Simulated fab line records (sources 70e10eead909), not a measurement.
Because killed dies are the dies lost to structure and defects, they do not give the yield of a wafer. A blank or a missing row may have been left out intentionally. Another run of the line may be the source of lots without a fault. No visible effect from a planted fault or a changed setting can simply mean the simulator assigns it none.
The tool behind it: which one? || flow nand harc || 18 wafers from 6 lots sampled at 5 of the route's 1302 steps

WHAT THE GAUGES READ, wafer by wafer
NHARC_END_SORT_01.
{"lot": "L477", "measured": "day 29 10:28", "on": "prober-02", "killed at array": "39 44 50"}

WHAT TOOL EACH LOT RAN ON (gives the tool, then ch and the chambers of the sampled wafers, and finally the start)
{"lot": "L466", "NHARC_P_GATE_ALD_36": "ald sin-04 ch 0,1,3, day 5 11:38", "NHARC_P_GATE_STRIP_75": "plasma asher-01 ch 0,1, day 5 22:55", "NHARC_P_GATE_DEGAS_109": "pvd sputter-02, day 6 03:40", "NHARC_P_GATE_PRE_CLEAN_110": "pvd sputter-02, day 6 03:42"}
{"lot": "L469", "NHARC_P_GATE_ALD_36": "ald sin-04 ch 2,3, day 6 17:07", "NHARC_P_GATE_STRIP_75": "plasma asher-02 ch 1, day 7 04:41", "NHARC_P_GATE_DEGAS_109": "pvd sputter-02, day 7 09:47", "NHARC_P_GATE_PRE_CLEAN_110": "pvd sputter-02, day 7 09:50"}
{"lot": "L471", "NHARC_P_GATE_ALD_36": "ald sin-02 ch 0,1,3, day 8 01:40", "NHARC_P_GATE_STRIP_75": "plasma asher-02 ch 0,1, day 8 10:49", "NHARC_P_GATE_DEGAS_109": "pvd sputter-02, day 8 15:29", "NHARC_P_GATE_PRE_CLEAN_110": "pvd sputter-02, day 8 15:32"}
{"lot": "L473", "NHARC_P_GATE_ALD_36": "ald sin-01 ch 1,2, day 8 14:10", "NHARC_P_GATE_STRIP_75": "plasma asher-02 ch 0,1, day 9 01:38", "NHARC_P_GATE_DEGAS_109": "pvd sputter-03, day 9 06:16", "NHARC_P_GATE_PRE_CLEAN_110": "pvd sputter-03, day 9 06:19"}
{"lot": "L477", "NHARC_P_GATE_ALD_36": "ald sin-02 ch 0,2, day 10 02:55", "NHARC_P_GATE_STRIP_75": "plasma asher-01 ch 0, day 10 13:19", "NHARC_P_GATE_DEGAS_109": "pvd sputter-02, day 10 18:05", "NHARC_P_GATE_PRE_CLEAN_110": "pvd sputter-02, day 10 18:07"}
{"lot": "L480", "NHARC_P_GATE_ALD_36": "ald sin-04 ch 1,2,3, day 11 15:10", "NHARC_P_GATE_STRIP_75": "plasma asher-02 ch 0,1, day 12 02:28", "NHARC_P_GATE_DEGAS_109": "pvd sputter-01, day 12 07:14", "NHARC_P_GATE_PRE_CLEAN_110": "pvd sputter-01, day 12 07:17"}
- NHARC_P_GATE_ALD_36: deposits SiNx, target thk 20 nm, pulse time 60 s, ald cycles 223.
- NHARC_P_GATE_STRIP_75: strips in O2.
- NHARC_P_GATE_DEGAS_109: time 60 s.
- NHARC_P_GATE_PRE_CLEAN_110: time 30 s.

THE ANSWER, worked out from the rows above alone
Rule: the lots themselves supply what counts as usual. Put in order of their means at a reading, lots are off if they are a third of the lots or fewer, leave a main group of 4 or more, and stand apart from it by a gap of 3 or more times the standard deviation of the main group's means; of several such gaps the widest counts. A main group is skipped when, at the precision printed for the reading in the tables above, its means are all equal. Also off: a lot with no number at a reading for which 4 or more lots have one. All remaining lots with rows at the step are treated as sound.
Nothing can be told from this: no lot is off at any reading shown.

WHAT WAS PUT IN BY THE SIMULATOR
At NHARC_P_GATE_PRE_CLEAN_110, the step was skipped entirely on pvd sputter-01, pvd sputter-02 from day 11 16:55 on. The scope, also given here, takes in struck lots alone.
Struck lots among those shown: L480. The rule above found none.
